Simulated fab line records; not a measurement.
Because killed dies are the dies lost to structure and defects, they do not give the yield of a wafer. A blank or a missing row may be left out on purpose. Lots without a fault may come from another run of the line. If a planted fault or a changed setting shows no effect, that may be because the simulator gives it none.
Problem report, 8D (eight disciplines) form, completed by code / flow n5Finfet / the parts of the form that need people (team, actions taken, sign-off) are left out

1. WHAT IS WRONG
M8_THK at N5_BEOL_M8_THK_MEAS_53 reads a mean of 192 nm on 2 wafers of 2 lots; wafers without a fault read 81 nm with a standard deviation of 3. That is +37 standard deviations from the usual mean.
The step: measures by xrf.
Earliest sighting: wafer L102.3 on filmMetro-02 at day 10 21:58. The record holds 27 wafers of 9 lots with a number at this step. By rule, "out" or "out of limits" means more than 4 standard deviations away from the usual mean. All remaining wafers that have a number are taken as sound.

2. WHAT IT IS; WHAT IT IS NOT
question=which readings at this step | is=M8_THK | is not=-
question=which lots | is=L102, L104 | is not=L100, L115, L116, L117, L118, L998, L999
question=which wafers of those lots | is=L102.3, L104.3 | is not=L102.1, L102.6, L104.4, L104.6
question=read on which gauges | is=filmMetro-01, filmMetro-02 | is not=-
question=when | is=from day 10 21:58 | is not=up to then (11 sound wafers); but 14 sound wafers of L104, L115, L116, L117, L118 came after

3. WHAT RULES OUT EACH SUSPECT
Counting: any tool at a process step up to the reading remains a suspect provided it ran every lot that is out. Sound lots after the first of them don't rule it out here, since some wafers of a struck lot are sound.
- the gauge at N5_BEOL_M8_THK_MEAS_53 is ruled out. 2 gauges (filmMetro-01, filmMetro-02) read the wafers that are out.
- rieDiel-06 at N5_BEOL_M8_STRIP_80 (strips in N2/H2, time 10 s): kept. Ran every lot that is out, first one L102 (day 10 19:12); last sound lot up to then L998 (day 9 21:49). With no start given for some of its lots, N5_BEOL_M8_STRIP_80 uses the hours and lot order of N5_BEOL_M8_CURE_75.
- rtpAnneal-02 at N5_BEOL_M8_ANNEAL_51 (time 90 s): kept. It ran every lot that is out, first L102 (day 10 21:21).
- cmp-04 at N5_BEOL_M8_CMP_52 (polishes, stops on SiCOH lowk, t overpolish 6.9 s, target thk 80 nm): kept. Ran every lot that is out, first one L102 (day 10 21:40); last sound lot up to then L100 (day 10 07:13). Its own readings are out on those wafers: barrierFieldEndpointS, overpolishRunS.
rieDiel-06 at N5_BEOL_M8_STRIP_80, rtpAnneal-02 at N5_BEOL_M8_ANNEAL_51 and cmp-04 at N5_BEOL_M8_CMP_52 are what is left after counting.

4. THE CAUSE (what the simulator had put in)
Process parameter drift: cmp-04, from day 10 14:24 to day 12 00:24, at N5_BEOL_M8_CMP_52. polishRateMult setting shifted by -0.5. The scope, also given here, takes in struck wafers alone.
Counting left 3 suspects, and this tool is among them.

5. THE CHAIN OF EFFECTS, in route order
Rows list readings where the struck wafers' mean (over those with a number) sits beyond 3 standard deviations from the usual. Only readings whose record carries a usual standard deviation are examined. hours: median over the lots of the time between each lot's start at the first step of this table that gives one and its start at this step. sigmas: the change, counted in usual standard deviations.
hours=0; step=N5_BEOL_M8_CMP_52; reading=barrierFieldEndpointS; usual=29.1 s; on struck wafers=46.7; change=+17.6; sigmas=+19
hours=0; step=N5_BEOL_M8_CMP_52; reading=overpolishRunS; usual=6.901 s; on struck wafers=0.036; change=-6.865; sigmas=-99 or more
hours=0; step=N5_BEOL_M8_CMP_52; reading=timeToEndpointS; usual=65 s; on struck wafers=82; change=+18; sigmas=+4.3
hours=0; step=N5_BEOL_M8_THK_MEAS_53; reading=M8_THK; usual=81 nm; on struck wafers=192; change=+111; sigmas=+37
hours=0; step=N5_BEOL_M8_INSPECT_58; reading=rawDefectCount; usual=73; on struck wafers=1119; change=+1046; sigmas=+40
hours=68; step=N5_PASSIVATION_PROBE_49; reading=defectLimitedYield; usual=91.1 %; on struck wafers=0.0; change=-91.1; sigmas=-61
hours=68; step=N5_PASSIVATION_PROBE_49; reading=killed_at_M4_up; usual=13; on struck wafers=1072; change=+1060; sigmas=+99 or more
hours=68; step=N5_PASSIVATION_PROBE_49; reading=killedDies; usual=105; on struck wafers=1180; change=+1075; sigmas=+60
hours=68; step=N5_PASSIVATION_PROBE_49; reading=killedOnRim; usual=14; on struck wafers=152; change=+138; sigmas=+36
hours=68; step=N5_PASSIVATION_PROBE_49; reading=sortNPass; usual=1075; on struck wafers=0; change=-1075; sigmas=-60
hours=68; step=N5_PASSIVATION_PROBE_49; reading=sortYieldPct; usual=91.1 %; on struck wafers=0.0; change=-91.1; sigmas=-61
Here are the process steps it includes:
- N5_BEOL_M8_CMP_52: polishes, stops on SiCOH lowk, t overpolish 6.9 s, target thk 80 nm.
- N5_PASSIVATION_PROBE_49

6. WHAT WOULD HAVE CAUGHT IT SOONER
Counted from the fault's start at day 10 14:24, it took 8 hours until the first out-of-limits reading at a measuring or inspecting step in this record, taken at day 10 21:58.
Tool's own readings at N5_BEOL_M8_CMP_52, barrierFieldEndpointS, overpolishRunS: out on all struck wafers the step has rows for; an alarm limit on them would have tripped on the first.
Lots out: 2; of these, L104 started N5_BEOL_M8_CMP_52 on cmp-04 after day 10 21:58. It would have been spared by a hold on the tool at that moment.
